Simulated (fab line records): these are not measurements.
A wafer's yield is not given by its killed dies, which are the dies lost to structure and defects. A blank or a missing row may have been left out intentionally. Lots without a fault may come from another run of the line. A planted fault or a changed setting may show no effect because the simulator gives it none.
Chamber matching    flow nandHarc    NHARC_A_STAIRCASE_TRIM_12 on rieDiel-13 has 4 sister chambers
The step chemistry O2, time 211.2 s. 8 wafers are shown with their chamber, then 7 later ones without.

## WAFERS PAIRED WITH THEIR CHAMBERS
wafer   chamber  showerheadPlenumPTorr (Torr)  drypumpMotorCurrentA (A)
L081.2  1        3.55                          5.6
L089.5  3        3.57                          5.7
L089.6  0        3.37                          5.1
L090.2  2        3.39                          5.7
L090.4  1        3.54                          5.6
L090.6  2        3.39                          5.6
L090.1  0        3.37                          5.1
L090.3  3        3.57                          5.7

## WAFERS WITH NO CHAMBER GIVEN
wafer   showerheadPlenumPTorr (Torr)  drypumpMotorCurrentA (A)
L090.5  3.54                          5.6
L096.1  3.38                          5.7
L096.2  3.36                          5.1
L096.6  3.53                          5.6
L096.3  3.57                          5.7
L096.4  3.53                          5.6
L096.5  3.36                          5.1

## THE CHAMBER EACH PASSED THROUGH
wafer   from the rows above  in truth
L090.5  1                    1
L096.1  2                    2
L096.2  0                    0
L096.6  1                    1
L096.3  3                    3
L096.4  1                    1
L096.5  0                    0
Correctly placed: 7 of 7. Number that these rows cannot place: 0. Wrongly placed: 0.
How it was worked out, from the rows above alone: a wafer's distance from a chamber is the root of the sum, over the readings, of the square of ((its reading less the chamber's mean) divided by the reading's scatter). The wafer belongs to the nearest chamber; if the next one is less than 2 further off, it can't be placed. Each chamber's mean is taken over the wafers shown for it. The scatter: the root of (the sum of the squares of (reading less its chamber's mean) over the shown wafers, divided by (wafers less chambers)).
